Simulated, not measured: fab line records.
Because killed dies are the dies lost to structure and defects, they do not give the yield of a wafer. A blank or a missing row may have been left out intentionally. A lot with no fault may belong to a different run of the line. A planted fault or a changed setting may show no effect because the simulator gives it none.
The tool behind it: which one? :: flow n5_finfet :: 12 lots, 36 wafers sampled, at 5 steps of a route of 1938

== WHAT EACH GAUGE READ, for each wafer ==
N5_BEOL_M11_INSPECT_30: inspects for defects (brightfield).
lot: L075
measured: day 11 00:43
on: defect_inspect-02
raw_defect_count: 335 473 331

lot: L077
measured: day 11 06:44
on: defect_inspect-01
raw_defect_count: 465 510 592

lot: L079
measured: day 12 01:25
on: defect_inspect-01
raw_defect_count: 451 297 378

lot: L084
measured: day 12 08:17
on: defect_inspect-02
raw_defect_count: 380 384 473

lot: L082
measured: day 12 14:46
on: defect_inspect-01
raw_defect_count: 549 469 493

lot: L086
measured: day 13 11:40
on: defect_inspect-01
raw_defect_count: 281 244 287

lot: L088
measured: day 14 02:25
on: defect_inspect-02
raw_defect_count: 462 612 568

lot: L089
measured: day 14 07:56
on: defect_inspect-02
raw_defect_count: 451 464 521

lot: L092
measured: day 14 19:44
on: defect_inspect-02
raw_defect_count: 618 766 534

lot: L093
measured: day 15 07:47
on: defect_inspect-01
raw_defect_count: 487 533 456

lot: L096
measured: day 16 01:03
on: defect_inspect-02
raw_defect_count: 601 517 493

lot: L091
measured: day 16 19:40
on: defect_inspect-02
raw_defect_count: 354 521 483

== WHAT TOOL EACH LOT RAN ON (gives the tool, then ch and the chambers of the sampled wafers, and finally the start) ==
lot: L075
N5_BEOL_M10_ALD_74: ald_metal-02 ch 0,1, day 10 16:35
N5_BEOL_M11_CURE_71: uv_cure-03 ch 2, day 10 18:39
N5_BEOL_M11_HM_OPEN_17: rie_metal-03 ch 0,1, day 10 23:10
N5_BEOL_M11_STRIP_19: rie_diel-03 ch 0,1,2, day 10 23:18

lot: L077
N5_BEOL_M10_ALD_74: ald_metal-01 ch 0,1,2, day 11 01:58
N5_BEOL_M11_CURE_71: uv_cure-02 ch 2, day 11 03:45
N5_BEOL_M11_HM_OPEN_17: rie_metal-03 ch 0,1, day 11 06:05
N5_BEOL_M11_STRIP_19: rie_diel-03 ch 0,1, day 11 06:10

lot: L079
N5_BEOL_M10_ALD_74: ald_metal-03 ch 0,1,3, day 11 19:24
N5_BEOL_M11_CURE_71: uv_cure-02 ch 2, day 11 20:59
N5_BEOL_M11_HM_OPEN_17: rie_metal-02 ch 0,1, day 11 23:14
N5_BEOL_M11_STRIP_19: rie_diel-03 ch 0,3, day 11 23:30

lot: L084
N5_BEOL_M10_ALD_74: ald_metal-03 ch 0,2,3, day 12 02:46
N5_BEOL_M11_CURE_71: uv_cure-02 ch 2, day 12 04:37
N5_BEOL_M11_HM_OPEN_17: rie_metal-02 ch 1, day 12 06:20
N5_BEOL_M11_STRIP_19: rie_diel-05 ch 0,1,2, day 12 06:27

lot: L082
N5_BEOL_M10_ALD_74: ald_metal-03 ch 0,2, day 12 09:33
N5_BEOL_M11_CURE_71: uv_cure-03 ch 1, day 12 11:17
N5_BEOL_M11_HM_OPEN_17: rie_metal-01 ch 0,1, day 12 14:10
N5_BEOL_M11_STRIP_19: rie_diel-05 ch 0,2,3, day 12 14:21

lot: L086
N5_BEOL_M10_ALD_74: ald_metal-02 ch 0,3, day 13 04:01
N5_BEOL_M11_CURE_71: uv_cure-01 ch 2, day 13 06:26
N5_BEOL_M11_HM_OPEN_17: rie_metal-01 ch 0,1, day 13 10:08
N5_BEOL_M11_STRIP_19: rie_diel-05 ch 1,2,3, day 13 10:20

lot: L088
N5_BEOL_M10_ALD_74: ald_metal-01 ch 0,1,3, day 13 19:53
N5_BEOL_M11_CURE_71: uv_cure-01 ch 0, day 13 21:38
N5_BEOL_M11_HM_OPEN_17: rie_metal-03 ch 0,1, day 14 01:38
N5_BEOL_M11_STRIP_19: rie_diel-05 ch 0,2,3, day 14 01:58

lot: L089
N5_BEOL_M10_ALD_74: ald_metal-01 ch 1,2,3, day 14 03:26
N5_BEOL_M11_CURE_71: uv_cure-02 ch 1, day 14 05:14
N5_BEOL_M11_HM_OPEN_17: rie_metal-02 ch 0,1, day 14 07:16
N5_BEOL_M11_STRIP_19: rie_diel-03 ch 1,3, day 14 07:23

lot: L092
N5_BEOL_M10_ALD_74: ald_metal-02 ch 1,2,3, day 14 14:46
N5_BEOL_M11_CURE_71: uv_cure-03 ch 1, day 14 16:53
N5_BEOL_M11_HM_OPEN_17: rie_metal-03 ch 0,1, day 14 19:14
N5_BEOL_M11_STRIP_19: rie_diel-03 ch 1,2,3, day 14 19:19

lot: L093
N5_BEOL_M10_ALD_74: ald_metal-03 ch 0,2,3, day 15 00:46
N5_BEOL_M11_CURE_71: uv_cure-03 ch 0, day 15 02:50
N5_BEOL_M11_HM_OPEN_17: rie_metal-02 ch 0, day 15 06:12
N5_BEOL_M11_STRIP_19: rie_diel-03 ch 1,2,3, day 15 06:29

lot: L096
N5_BEOL_M10_ALD_74: ald_metal-03 ch 0,1,3, day 15 17:08
N5_BEOL_M11_CURE_71: uv_cure-01 ch 1, day 15 19:56
N5_BEOL_M11_HM_OPEN_17: rie_metal-01 ch 0,1, day 15 21:52
N5_BEOL_M11_STRIP_19: rie_diel-03 ch 0,2,3, day 15 21:59

lot: L091
N5_BEOL_M10_ALD_74: ald_metal-02 ch 2,3, day 16 13:00
N5_BEOL_M11_CURE_71: uv_cure-03 ch 1, day 16 14:54
N5_BEOL_M11_HM_OPEN_17: rie_metal-02 ch 0,1, day 16 18:13
N5_BEOL_M11_STRIP_19: rie_diel-05 ch 1,2,3, day 16 18:19
- N5_BEOL_M10_ALD_74: deposits TaN, target thk 2 nm, pulse time 2 s, purge time 3 s.
- N5_BEOL_M11_CURE_71: cures SiCOH lowk, time 240 s.
- N5_BEOL_M11_HM_OPEN_17: chemistry Cl2/BCl3, target TiN, target depth 20 nm, overetch 6 nm.
- N5_BEOL_M11_STRIP_19: strips in O2.

== THE ANSWER, worked out from the rows above alone ==
Rule: the lots themselves supply what counts as usual. The widest of any qualifying gaps counts: lots, ordered by their means at a reading, are off when they make up no more than a third of the lots, leave a main group of 4 or more, and stand apart from it by 3 or more times the standard deviation of that group's means. If all means in a main group match to the digits the tables above print for the reading, that group is not used. A lot without any number at a reading at which 4 lots or more have one is off too. Where the step has rows for the other lots, those lots are counted as sound.
None of the lots is off at any reading shown; this tells nothing.

== WHAT THE SIMULATOR HAD INSERTED ==
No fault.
